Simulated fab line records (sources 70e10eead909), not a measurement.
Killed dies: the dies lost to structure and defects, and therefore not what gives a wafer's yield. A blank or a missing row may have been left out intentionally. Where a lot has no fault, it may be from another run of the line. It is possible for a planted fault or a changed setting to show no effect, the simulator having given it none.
fab line records -- flow nand_harc
record lots=11, wafers=33, last_day=33
route steps=1302 shown A_SLIT@935 A_WL_FILL@954 END@1302
lots that met no fault: taken from a fault-free run of the same line
start_h: hours from the record's first day to the start of the lot's first wafer shown -- wait_h: how many hours have passed since the lot's step before this one -- " as in the row above -- L1.1+2: a single row standing in for several wafers -- - no value present, or no start provided -- * or withheld: withheld -- < > ~ a bound
route shown NAME@n: names a module that has steps shown in the file, with the first one's number in the route -- usual: mean/standard deviation of fault-free wafers -- same: alike in all rows -- chamber/n: place in a boat -- sites: each site's reading -- _std_site: how widely they spread, as a standard deviation -- _edge_site: inner sites' mean taken away from outer sites' mean -- radius_mm: for every site, how far away it sits from the centre of the wafer -- mask NAME#n: copy n -- behind: tool/chamber where the wafer was last shaped -- hold: why the lot went on hold/how many hours it stayed there/how the hold came to an end -- device: which transistor (n, p or np) failed to switch -- end of line: the route-end tests of the same wafers -- a step with no rows: only its recipe -- killed: count of dies lost to structure and defects at first sort (not the wafer's yield) -- map: the dies of a wafer, with x for killed, . for not killed, _ for no die there
set.NAME: the setting as run; set.NAME@STEP: as run at that earlier step -- model.NAME: the simulator's own value behind a step, which no gauge read
one table for each step of the route and one row for each wafer, over a sample of lots
services: a tool's chamber out of use, with start hour (start_h, from the record's first day; less than 0 if before it), hours out, and reason
## steps
# step NHARC_A_SLIT_INSPECT_11
# usual raw_defect_count=57/32
lot.wafer,tool,chamber,start_h,wait_h,raw_defect_count
L133.1,defect_inspect-02,-,444.22,0.0,19
L133.3,defect_inspect-02,-,444.22,0.0,17
L133.5,defect_inspect-02,-,444.22,0.0,19
L135.2,defect_inspect-01,-,474.53,0.0,30
L135.3,defect_inspect-01,-,474.53,0.0,21
L135.6,defect_inspect-01,-,474.53,0.0,10
L136.2,defect_inspect-01,-,476.23,0.0,134
L136.4,defect_inspect-01,-,476.23,0.0,119
L136.5,defect_inspect-01,-,476.23,0.0,97
L137.2,defect_inspect-02,-,488.62,0.0,61
L137.4,defect_inspect-02,-,488.62,0.0,60
L137.6,defect_inspect-02,-,488.62,0.0,72
L140.1,defect_inspect-02,-,526.70,0.0,61
L140.2,defect_inspect-02,-,526.70,0.0,83
L140.5,defect_inspect-02,-,526.70,0.0,89
L141.1,defect_inspect-01,-,546.27,0.0,26
L141.4,defect_inspect-01,-,546.27,0.0,39
L141.5,defect_inspect-01,-,546.27,0.0,34
L143.1,defect_inspect-02,-,553.86,0.0,82
L143.3,defect_inspect-02,-,553.86,0.0,83
L143.5,defect_inspect-02,-,553.86,0.0,100
L144.1,defect_inspect-02,-,572.84,0.0,75
L144.2,defect_inspect-02,-,572.84,0.0,94
L144.5,defect_inspect-02,-,572.84,0.0,88
L147.1,defect_inspect-02,-,589.64,0.0,59
L147.2,defect_inspect-02,-,589.64,0.0,47
L147.6,defect_inspect-02,-,589.64,0.0,57
L149.3,defect_inspect-02,-,600.86,0.0,48
L149.5,defect_inspect-02,-,600.86,0.0,59
L149.6,defect_inspect-02,-,600.86,0.0,51
L156.2,defect_inspect-01,-,672.65,0.0,81
L156.3,defect_inspect-01,-,672.65,0.0,97
L156.5,defect_inspect-01,-,672.65,0.0,82
# step NHARC_A_SLIT_ETCH_15
# recipe target_depth_a=62000, over_etch_frac=0.3, time_s=1612, ion_energy_ev=150, o2_flow_sccm=400, cos_flow_sccm=20, ar_flow_sccm=0, rf_w=500, bias_w=300, chemistry=O2/COS
# usual chamber_pressure_mTorr=20.000/0.02, drypump_motor_current_A=5.7/0.37, oes_product_au=1.003/0.0066, rf_vpp_V=315.2/2.1, showerhead_plenum_p_Torr=3.19/0.13, throttle_valve_pct=28.329/0.009
# same time_s=1612
lot.wafer,tool,chamber,start_h,wait_h,chamber_pressure_mTorr,drypump_motor_current_A,oes_product_au,rf_hours_counter_h,rf_vpp_V,showerhead_plenum_p_Torr,throttle_valve_pct
L133.3,rie_diel-10,2,-,-,19.994,5.5,1.001,1,310.6,3.00,28.348
L133.1,rie_diel-10,1,-,-,19.994,5.3,1.003,1,314.1,3.11,28.328
L133.5,rie_diel-10,2,-,-,19.967,5.5,1.012,-,312.5,3.00,28.322
L135.2,rie_diel-06,1,-,-,20.010,5.3,0.999,9,317.6,3.33,28.350
L135.3,rie_diel-06,3,-,-,19.994,6.0,1.000,9,318.4,3.35,28.333
L135.6,rie_diel-06,1,-,-,19.993,5.3,1.004,-,317.5,3.33,28.337
L136.4,rie_diel-10,2,-,-,19.984,5.5,1.000,4,311.0,2.99,28.321
L136.2,rie_diel-10,3,-,-,19.977,5.5,0.997,4,312.4,3.00,28.311
L136.5,rie_diel-10,2,-,-,20.013,5.5,1.005,-,311.5,2.99,28.318
L137.2,rie_diel-07,1,-,-,19.993,5.6,1.008,0,313.5,3.10,28.333
L137.4,rie_diel-07,2,-,-,19.972,5.8,1.007,0,312.1,3.03,28.335
L137.6,rie_diel-07,1,-,-,20.013,5.6,1.008,-,313.8,3.10,28.350
L140.1,rie_diel-07,3,-,-,19.988,5.5,1.012,2,315.7,3.22,28.326
L140.2,rie_diel-07,0,-,-,20.005,6.6,0.998,2,317.7,3.31,28.324
L140.5,rie_diel-07,2,-,-,19.996,5.7,0.999,-,313.0,3.03,28.314
L141.4,rie_diel-06,1,-,-,19.992,5.3,0.997,3,317.0,3.33,28.343
L141.1,rie_diel-06,2,-,-,20.008,6.1,1.000,2,312.7,3.11,28.338
L141.5,rie_diel-06,3,-,-,19.990,6.0,0.998,-,318.2,3.34,28.328
L143.1,rie_diel-06,3,-,-,20.046,6.0,1.004,4,316.9,3.34,28.323
L143.3,rie_diel-06,0,-,-,19.995,5.4,1.013,4,316.1,3.27,28.345
L143.5,rie_diel-06,0,-,-,19.979,5.4,1.004,-,316.7,3.27,28.341
L144.1,rie_diel-10,0,-,-,19.996,5.4,1.011,9,314.4,3.19,28.311
L144.2,rie_diel-10,1,-,-,20.002,5.3,0.990,9,315.4,3.10,28.322
L144.5,rie_diel-10,2,-,-,20.017,5.5,1.001,-,312.4,2.99,28.330
L147.2,rie_diel-06,1,-,-,19.993,5.2,1.001,7,317.2,3.33,28.335
L147.1,rie_diel-06,2,-,-,20.046,6.1,1.009,7,314.2,3.11,28.339
L147.6,rie_diel-06,0,-,-,19.996,5.5,1.004,-,317.2,3.27,28.316
L149.3,rie_diel-07,0,-,-,20.002,6.6,1.008,6,316.4,3.31,28.322
L149.6,rie_diel-07,3,-,-,20.016,5.5,1.012,-,315.4,3.22,28.332
L149.5,rie_diel-07,0,-,-,19.983,6.6,1.004,-,317.7,3.31,28.329
L156.3,rie_diel-06,1,-,-,20.025,5.3,1.012,0,318.7,3.33,28.325
L156.2,rie_diel-06,2,-,-,20.007,6.1,0.989,0,314.4,3.10,28.303
L156.5,rie_diel-06,2,-,-,19.986,6.1,1.000,-,315.0,3.10,28.339
# step NHARC_A_WL_FILL_ALD_02
# recipe target_thk_a=20, pulse_time_s=3, ald_cycles=100, temp_c=450, material=TiN
# usual ald_cycles=100/0, heater_power_w=1047/83, precursor_pulse_height_rel=1.000/0.021
lot.wafer,tool,chamber,start_h,wait_h,ald_cycles,heater_power_w,precursor_pulse_height_rel
L133.3,ald_metal-03,2,458.32,0.1,100,1130,0.967
L133.1,ald_metal-03,3,458.32,0.1,100,937,1.013
L133.5,ald_metal-03,2,458.32,0.1,100,1152,0.996
L135.3,ald_metal-03,2,489.59,0.2,100,1185,1.000
L135.2,ald_metal-03,3,489.59,0.2,100,961,0.986
L135.6,ald_metal-03,1,489.59,0.2,100,992,1.003
L136.2,ald_metal-04,2,489.69,0.2,100,980,0.977
L136.4,ald_metal-04,0,489.69,0.2,100,1139,1.004
L136.5,ald_metal-04,3,489.69,0.2,100,1119,0.991
L137.4,ald_metal-03,2,502.21,0.1,100,1164,0.968
L137.2,ald_metal-03,3,502.21,0.1,100,972,1.011
L137.6,ald_metal-03,3,502.21,0.1,100,961,1.018
L140.2,ald_metal-03,0,540.21,0.2,100,1006,0.997
L140.1,ald_metal-03,1,540.21,0.2,100,1017,0.963
L140.5,ald_metal-03,0,540.21,0.2,100,974,0.973
L141.4,ald_metal-03,3,560.45,0.1,100,979,0.974
L141.1,ald_metal-03,0,560.45,0.1,100,961,0.998
L141.5,ald_metal-03,0,560.45,0.1,100,976,1.050
L143.3,ald_metal-04,2,568.23,0.2,100,963,0.987
L143.1,ald_metal-04,0,568.23,0.2,100,1160,1.045
L143.5,ald_metal-04,1,568.23,0.2,100,1039,0.987
L144.1,ald_metal-01,2,586.44,0.2,100,1117,0.997
L144.2,ald_metal-01,0,586.44,0.2,100,1011,1.005
L144.5,ald_metal-01,3,586.44,0.2,100,1029,1.009
L147.1,ald_metal-03,3,603.27,0.3,100,884,1.005
L147.2,ald_metal-03,0,603.27,0.3,100,975,1.009
L147.6,ald_metal-03,1,603.27,0.3,100,1012,0.988
L149.3,ald_metal-01,0,614.41,0.2,100,1013,0.974
L149.5,ald_metal-01,3,614.41,0.2,100,1020,0.990
L149.6,ald_metal-01,0,614.41,0.2,100,1018,0.999
L156.3,ald_metal-03,1,686.65,0.1,100,1010,0.996
L156.2,ald_metal-03,0,686.65,0.1,100,965,0.987
L156.5,ald_metal-03,1,686.65,0.1,100,1004,1.022
# step NHARC_A_WL_FILL_ETCHBACK_04
# recipe target_depth_a=600, time_s=120, chemistry=NF3
# usual chamber_pressure_mTorr=299.99/0.27, drypump_motor_current_A=5.9/0.55, oes_product_au=1.000/0.0077, run_length_s=141.6/0.46
lot.wafer,tool,chamber,start_h,wait_h,chamber_pressure_mTorr,drypump_motor_current_A,oes_product_au,rf_hours_counter_h,run_length_s
L133.1,rie_metal-01,0,459.27,0.3,300.15,6.2,1.000,1.3,141.0
L133.3,rie_metal-01,1,459.27,0.3,299.86,5.8,1.013,-,141.8
L133.5,rie_metal-01,1,459.27,0.3,300.40,5.8,1.006,-,141.9
L135.2,rie_metal-03,1,490.33,0.3,300.37,5.1,0.990,2.5,141.0
L135.3,rie_metal-03,1,490.33,0.3,299.50,5.2,0.999,-,140.9
L135.6,rie_metal-03,0,490.33,0.3,299.94,6.5,0.991,-,142.0
L136.2,rie_metal-01,0,490.50,0.3,299.74,6.2,0.998,1.7,141.0
L136.4,rie_metal-01,0,490.50,0.3,299.95,6.2,0.995,-,141.3
L136.5,rie_metal-01,0,490.50,0.3,299.73,6.3,1.009,-,141.0
L137.2,rie_metal-03,0,503.02,0.3,299.90,6.5,0.993,2.8,142.0
L137.4,rie_metal-03,0,503.02,0.3,300.26,6.5,1.008,-,142.2
L137.6,rie_metal-03,0,503.02,0.3,300.14,6.5,0.994,-,142.2
L140.1,rie_metal-01,1,541.02,0.3,299.67,5.8,0.992,2.5,141.5
L140.2,rie_metal-01,0,541.02,0.3,300.03,6.2,0.988,2.4,141.4
L140.5,rie_metal-01,1,541.02,0.3,300.17,5.8,0.998,-,141.5
L141.1,rie_metal-02,1,561.26,0.3,299.70,5.3,1.003,1.3,141.0
L141.4,rie_metal-02,1,561.26,0.3,299.75,5.3,1.011,-,141.3
L141.5,rie_metal-02,1,561.26,0.3,299.97,5.3,0.999,-,141.4
L143.1,rie_metal-03,1,569.03,0.3,300.18,5.1,0.999,0.4,140.8
L143.3,rie_metal-03,1,569.03,0.3,299.74,5.1,0.999,-,141.1
L143.5,rie_metal-03,1,569.03,0.3,299.92,5.1,1.001,-,140.8
L144.2,rie_metal-02,0,587.25,0.3,299.95,6.5,0.984,2.1,141.9
L144.1,rie_metal-02,1,587.25,0.3,300.20,5.3,1.013,2.1,141.0
L144.5,rie_metal-02,1,587.25,0.3,299.96,5.3,1.005,-,141.1
L147.1,rie_metal-02,1,604.00,0.3,300.11,5.3,1.015,2.3,176.9
L147.2,rie_metal-02,0,604.00,0.3,300.00,6.5,0.998,2.3,141.7
L147.6,rie_metal-02,0,604.00,0.3,299.60,6.5,1.010,-,141.9
L149.3,rie_metal-02,1,615.25,0.2,300.47,5.3,1.012,-,177.1
L149.6,rie_metal-02,1,615.25,0.2,300.05,5.3,1.010,-,141.5
L149.5,rie_metal-02,0,615.25,0.2,299.69,6.5,1.005,-,141.8
L156.2,rie_metal-03,0,687.45,0.3,299.85,6.5,0.997,3.1,141.9
L156.3,rie_metal-03,0,687.45,0.3,299.72,6.5,0.997,-,142.0
L156.5,rie_metal-03,0,687.45,0.3,300.27,6.5,1.004,-,142.5
# step NHARC_A_WL_FILL_ALD_10
# recipe target_thk_a=500, pulse_time_s=10, ald_cycles=500, temp_c=300, material=SiO2
# usual ald_cycles=500/0, heater_power_w=494/50, precursor_pulse_height_rel=0.998/0.019
lot.wafer,tool,chamber,start_h,wait_h,ald_cycles,heater_power_w,precursor_pulse_height_rel
L133.1,ald_hk-01,3,465.32,3.1,500,525,0.990
L133.3,ald_hk-01,2,466.86,4.6,500,437,1.002
L133.5,ald_hk-01,0,467.88,5.7,500,470,0.980
L135.3,ald_hk-01,0,496.50,0.6,500,498,1.014
L135.2,ald_hk-01,1,496.50,0.6,500,473,1.014
L135.6,ald_hk-01,3,498.03,2.1,500,532,0.979
L136.2,ald_hk-04,3,496.50,0.6,500,458,0.996
L136.4,ald_hk-04,0,496.50,0.6,500,503,0.996
L136.5,ald_hk-04,2,498.05,2.1,500,420,1.019
L137.4,ald_hk-02,3,508.30,0.0,500,468,1.019
L137.2,ald_hk-02,2,509.82,1.6,500,586,0.986
L137.6,ald_hk-02,3,509.82,1.6,500,471,0.991
L140.2,ald_hk-02,1,546.88,0.6,500,455,0.988
L140.1,ald_hk-02,2,546.88,0.6,500,569,1.007
L140.5,ald_hk-02,1,548.96,2.6,500,448,0.996
L141.1,ald_hk-01,3,567.07,0.6,500,514,0.994
L141.4,ald_hk-01,1,568.09,1.6,500,473,0.984
L141.5,ald_hk-01,3,569.12,2.6,500,520,1.027
L143.3,ald_hk-02,3,574.99,0.6,500,486,1.026
L143.1,ald_hk-02,1,576.03,1.6,500,452,0.985
L143.5,ald_hk-02,3,577.07,2.7,500,486,0.996
L144.1,ald_hk-04,3,594.05,0.1,500,463,1.001
L144.2,ald_hk-04,2,600.11,6.1,500,429,0.972
L144.5,ald_hk-04,3,602.13,8.1,500,456,1.021
L147.1,ald_hk-02,2,609.77,0.1,435,573,1.009
L147.2,ald_hk-02,3,609.77,0.1,500,483,0.995
L147.6,ald_hk-02,3,612.33,2.6,500,477,1.001
L149.3,ald_hk-02,3,621.86,0.6,435,481,0.980
L149.6,ald_hk-02,2,623.41,2.1,500,570,1.051
L149.5,ald_hk-02,3,623.41,2.1,500,477,1.004
L156.3,ald_hk-01,2,693.82,0.1,500,438,0.987
L156.2,ald_hk-01,0,694.85,1.1,500,473,1.034
L156.5,ald_hk-01,3,696.40,2.6,500,521,1.010
# step NHARC_END_SORT_01
# recipe temp_c=25
# usual killed_at_array=57/24, killed_at_other=0.7/0.94, killed_at_periphery=3.8/2.5, killed_dies=62/23, killed_open=3.1/1.8, killed_short=2.5/1.6
# same gross_dies=677
lot.wafer,tool,chamber,start_h,wait_h,killed_at_array,killed_at_other,killed_at_periphery,killed_dies,killed_open,killed_short
L133.1,prober-01,0,580.10,2.5,21,1,3,25,4,2
L133.3,prober-01,0,581.71,3.1,25,2,5,32,3,2
L133.5,prober-01,0,583.32,3.7,22,1,1,24,2,1
L140.1,prober-01,0,657.54,2.5,61,0,3,64,3,5
L140.2,prober-01,0,658.35,2.8,60,1,0,61,0,3
L140.5,prober-01,0,660.76,3.7,61,0,4,65,2,4
L141.1,prober-02,0,657.62,2.5,30,1,6,37,3,3
L141.4,prober-02,0,660.00,3.4,39,1,6,46,5,2
L141.5,prober-02,0,660.79,3.7,36,1,7,44,6,2
L143.1,prober-01,0,673.14,2.5,65,0,3,68,4,1
L143.3,prober-01,0,674.72,3.1,64,0,3,67,6,3
L143.5,prober-01,0,676.31,3.7,71,0,0,71,0,0
L144.1,prober-01,0,694.54,2.5,61,1,2,64,3,0
L144.2,prober-01,0,695.35,2.8,62,0,4,66,1,2
L144.5,prober-01,0,697.77,3.7,59,2,1,62,3,1
L147.1,prober-02,0,704.52,2.5,84,0,8,92,4,4
L147.2,prober-02,0,705.33,2.8,86,0,6,92,3,5
L147.6,prober-02,0,708.57,4.0,69,0,3,72,6,3
L156.2,prober-02,0,784.46,2.8,75,2,1,78,2,2
L156.3,prober-02,0,785.26,3.1,98,2,3,103,2,6
L156.5,prober-02,0,786.87,3.7,68,1,1,70,2,1
# killed by level:class
L133.1 A_CHANNEL_HOLE_D2:chamber_film_flake=8 A_STAIRCASE:chamber_film_flake=3 A_DECK1_JOINT:chamber_film_flake=2 A_CONTACT:chamber_film_flake=2 P_CONTACT:geometric_particle:short=1 P_CONTACT:geometric_particle:open=1 A_ONON_D1:geometric_particle:short=1 A_SGD_CUT:geometric_particle:open=1
L133.3 A_CHANNEL_HOLE_D2:chamber_film_flake=7 A_STAIRCASE:chamber_film_flake=5 A_CONTACT:chamber_film_flake=4 P_ZERO_WELL:chamber_film_flake=2 A_CHANNEL_FILL_D1:chamber_film_flake=2 A_WL_FILL:chamber_film_flake=2 THIN_TSV:chamber_film_flake=2 P_CONTACT:geometric_particle:open=1
L133.5 A_STAIRCASE:chamber_film_flake=10 A_CHANNEL_HOLE_D2:chamber_film_flake=3 A_CHANNEL_FILL_D1:chamber_film_flake=2 A_CONTACT:chamber_film_flake=2 P_CONTACT:geometric_particle:open=1 A_CHANNEL_HOLE_D2:geometric_particle:open=1 A_CONTACT:geometric_particle:short=1 A_ZERO_WELL:chamber_film_flake=1
L140.1 A_CHANNEL_HOLE_D1:chamber_film_flake=35 A_CONTACT:chamber_film_flake=8 A_CHANNEL_HOLE_D2:chamber_film_flake=7 A_CHANNEL_FILL_D2:geometric_particle:short=3 A_WL_FILL:chamber_film_flake=3 P_GATE:chamber_film_flake=2 P_GATE:geometric_particle:open=1 A_ONON_D1:geometric_particle:short=1
L141.1 A_CHANNEL_HOLE_D2:chamber_film_flake=15 A_CONTACT:chamber_film_flake=7 P_BONDPAD:chamber_film_flake=3 A_CHANNEL_HOLE_D1:chamber_film_flake=2 P_CONTACT:geometric_particle:open=1 P_M1:geometric_particle:open=1 A_ONON_D1:geometric_particle:short=1 A_ONON_D2:geometric_particle:short=1
L140.2 A_CHANNEL_HOLE_D1:chamber_film_flake=35 A_CHANNEL_HOLE_D2:chamber_film_flake=14 A_CONTACT:chamber_film_flake=3 A_ONON_D2:geometric_particle:short=2 A_WL_FILL:chamber_film_flake=2 A_CHANNEL_FILL_D2:geometric_particle:short=1 A_ZERO_WELL:chamber_film_flake=1 A_STAIRCASE:chamber_film_flake=1
L141.4 A_CHANNEL_HOLE_D2:chamber_film_flake=17 A_CONTACT:chamber_film_flake=7 A_STAIRCASE:chamber_film_flake=6 A_CHANNEL_HOLE_D1:chamber_film_flake=4 P_GATE:geometric_particle:open=1 P_CONTACT:geometric_particle:open=1 A_ONON_D1:geometric_particle:short=1 A_ONON_D1:geometric_particle:open=1
L140.5 A_CHANNEL_HOLE_D1:chamber_film_flake=38 A_CHANNEL_HOLE_D2:chamber_film_flake=13 A_CHANNEL_FILL_D2:chamber_film_flake=3 P_M1:geometric_particle:short=2 A_CHANNEL_FILL_D1:chamber_film_flake=2 A_CONTACT:chamber_film_flake=2 P_M1:geometric_particle:open=1 A_ONON_D2:geometric_particle:short=1
L141.5 A_CHANNEL_HOLE_D2:chamber_film_flake=12 A_CONTACT:chamber_film_flake=7 A_STAIRCASE:chamber_film_flake=5 A_SLIT:chamber_film_flake=4 P_BONDPAD:chamber_film_flake=3 P_GATE:geometric_particle:open=1 P_M1:geometric_particle:open=1 A_ONON_D1:geometric_particle:open=1
L143.1 A_CHANNEL_HOLE_D1:chamber_film_flake=34 A_CHANNEL_HOLE_D2:chamber_film_flake=20 A_CONTACT:chamber_film_flake=5 A_ONON_D2:geometric_particle:open=2 P_GATE:geometric_particle:open=1 A_CHANNEL_FILL_D2:geometric_particle:short=1 A_WL_FILL:geometric_particle:open=1 P_STI:chamber_film_flake=1
L143.3 A_CHANNEL_HOLE_D1:chamber_film_flake=33 A_CHANNEL_HOLE_D2:chamber_film_flake=14 A_CONTACT:chamber_film_flake=4 A_ONON_D1:geometric_particle:open=2 A_ONON_D2:geometric_particle:short=2 P_GATE:chamber_film_flake=2 A_CHANNEL_FILL_D2:chamber_film_flake=2 P_CONTACT:geometric_particle:open=1
L143.5 A_CHANNEL_HOLE_D1:chamber_film_flake=35 A_CHANNEL_HOLE_D2:chamber_film_flake=23 A_SLIT:chamber_film_flake=4 A_CONTACT:chamber_film_flake=4 A_STAIRCASE:chamber_film_flake=3 A_ZERO_WELL:chamber_film_flake=2
L144.1 A_CHANNEL_HOLE_D1:chamber_film_flake=30 A_CHANNEL_HOLE_D2:chamber_film_flake=16 A_CONTACT:chamber_film_flake=6 P_STI:chamber_film_flake=2 A_ZERO_WELL:chamber_film_flake=2 A_STAIRCASE:chamber_film_flake=2 A_ONON_D1:geometric_particle:open=1 A_SGD_CUT:geometric_particle:open=1
L144.2 A_CHANNEL_HOLE_D1:chamber_film_flake=35 A_CHANNEL_HOLE_D2:chamber_film_flake=15 A_CONTACT:chamber_film_flake=6 P_STI:chamber_film_flake=2 A_ONON_D1:geometric_particle:open=1 A_ONON_D2:geometric_particle:short=1 A_M0:geometric_particle:short=1 P_M0:chamber_film_flake=1
L144.5 A_CHANNEL_HOLE_D1:chamber_film_flake=33 A_CHANNEL_HOLE_D2:chamber_film_flake=11 A_CONTACT:chamber_film_flake=6 A_SLIT:chamber_film_flake=2 A_ONON_D1:geometric_particle:open=1 A_CHANNEL_FILL_D2:geometric_particle:open=1 A_M0:geometric_particle:short=1 STARTING-WAFER:geometric_particle:open=1
L147.1 A_CHANNEL_HOLE_D2:chamber_film_flake=29 A_SLIT:chamber_film_flake=28 A_CHANNEL_HOLE_D1:chamber_film_flake=10 P_M2:chamber_film_flake=5 A_CONTACT:chamber_film_flake=5 A_CHANNEL_FILL_D2:chamber_film_flake=3 A_WL_FILL:geometric_particle:short=2 P_BONDPAD:chamber_film_flake=2
L147.2 A_SLIT:chamber_film_flake=37 A_CHANNEL_HOLE_D2:chamber_film_flake=21 A_CONTACT:chamber_film_flake=10 A_CHANNEL_HOLE_D1:chamber_film_flake=6 A_WL_FILL:geometric_particle:short=2 P_GATE:chamber_film_flake=2 P_BONDPAD:chamber_film_flake=2 A_SGD_CUT:chamber_film_flake=2
L147.6 A_SLIT:chamber_film_flake=19 A_CHANNEL_HOLE_D2:chamber_film_flake=18 A_CHANNEL_HOLE_D1:chamber_film_flake=12 A_STAIRCASE:chamber_film_flake=4 A_CONTACT:chamber_film_flake=4 A_M0:geometric_particle:open=3 A_ONON_D1:geometric_particle:short=1 A_CHANNEL_FILL_D1:geometric_particle:open=1
L156.2 A_SLIT:chamber_film_flake=31 A_CHANNEL_HOLE_D2:chamber_film_flake=21 A_CHANNEL_HOLE_D1:chamber_film_flake=7 A_M1:chamber_film_flake=4 A_STAIRCASE:chamber_film_flake=3 A_CONTACT:chamber_film_flake=3 A_CHANNEL_FILL_D1:geometric_particle:short=2 A_DECK1_JOINT:chamber_film_flake=2
L156.3 A_CHANNEL_HOLE_D2:chamber_film_flake=34 A_SLIT:chamber_film_flake=26 A_CHANNEL_HOLE_D1:chamber_film_flake=25 A_DECK1_JOINT:chamber_film_flake=2 A_CHANNEL_FILL_D2:chamber_film_flake=2 A_STAIRCASE:chamber_film_flake=2 P_STI:geometric_particle:short=1 P_CONTACT:geometric_particle:short=1
L156.5 A_SLIT:chamber_film_flake=30 A_CHANNEL_HOLE_D2:chamber_film_flake=20 A_CHANNEL_HOLE_D1:chamber_film_flake=6 A_CONTACT:chamber_film_flake=4 A_M1:chamber_film_flake=2 A_CHANNEL_FILL_D1:geometric_particle:open=1 A_SGD_CUT:geometric_particle:open=1 A_WL_FILL:geometric_particle:short=1
## services
tool,chamber,start_h,hours,kind
rie_metal-02,-,454.00,9.0,pm
rie_diel-07,3,455.74,5.0,repair
rie_metal-02,-,470.23,0.1,repair
rie_diel-07,-,471.20,9.0,pm
ald_hk-01,-,473.11,1.1,repair
rie_diel-06,-,484.30,9.0,pm
rie_metal-01,0,498.65,3.5,repair
rie_diel-06,2,504.07,1.2,repair
rie_metal-03,-,519.00,9.0,pm
ald_hk-02,-,528.15,10.0,pm
ald_hk-01,-,550.26,2.2,repair
rie_metal-03,1,561.18,2.8,repair
ald_hk-01,-,562.04,3.8,repair
ald_metal-03,-,568.00,10.0,pm
rie_diel-10,0,573.52,10.9,repair
rie_metal-01,-,575.15,9.0,pm
rie_metal-01,0,588.34,16.4,repair
rie_diel-07,-,592.10,0.4,repair
rie_diel-10,-,596.69,9.0,pm
rie_metal-02,-,631.00,9.0,pm
rie_diel-06,-,661.30,9.0,pm
ald_hk-01,-,663.30,10.0,pm
ald_metal-03,-,684.09,0.8,repair
rie_metal-03,-,696.00,9.0,pm
## key
first_sign step=NHARC_A_WL_FILL_ETCHBACK_04, reading=run_length_s, direction=up, sigmas=77, usual=*, struck=*
effect step=NHARC_A_WL_FILL_ALD_10, reading=ald_cycles, direction=down, sigmas=99+, usual=500, struck=435
met_at NHARC_A_WL_FILL_ETCHBACK_04,NHARC_A_WL_FILL_ALD_10
struck_lots L147,L149
struck_wafers L147.1,L149.3
tester_left_out L147,L149
not_acting_at NHARC_A_SLIT_INSPECT_11,NHARC_A_SLIT_ETCH_15,NHARC_A_WL_FILL_ALD_02
onset_between 587.25 604.00
fault kind=process_parameter_drift, tool=rie_metal-02, chamber=-, onset_h=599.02, steps=NHARC_A_WL_FILL_ETCHBACK_04, channel=time_s, offset=*, shape=step, end_h=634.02, scope=struck_wafers_only, acts_in=*, stated=*
fault kind=process_parameter_drift, tool=ald_hk-02, chamber=-, onset_h=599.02, steps=NHARC_A_WL_FILL_ALD_10, channel=ald_cycles, offset=-65, shape=step, end_h=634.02, scope=struck_wafers_only, acts_in=these_recipes_only, stated=500
# tester_left_out: of these lots the tester's yield and bins aren't shown, on N5 and GAA mostly nor the transistor test; their killed dies are dies lost to structure and defects alone, not to doping, threshold or leakage, so they don't give the yield
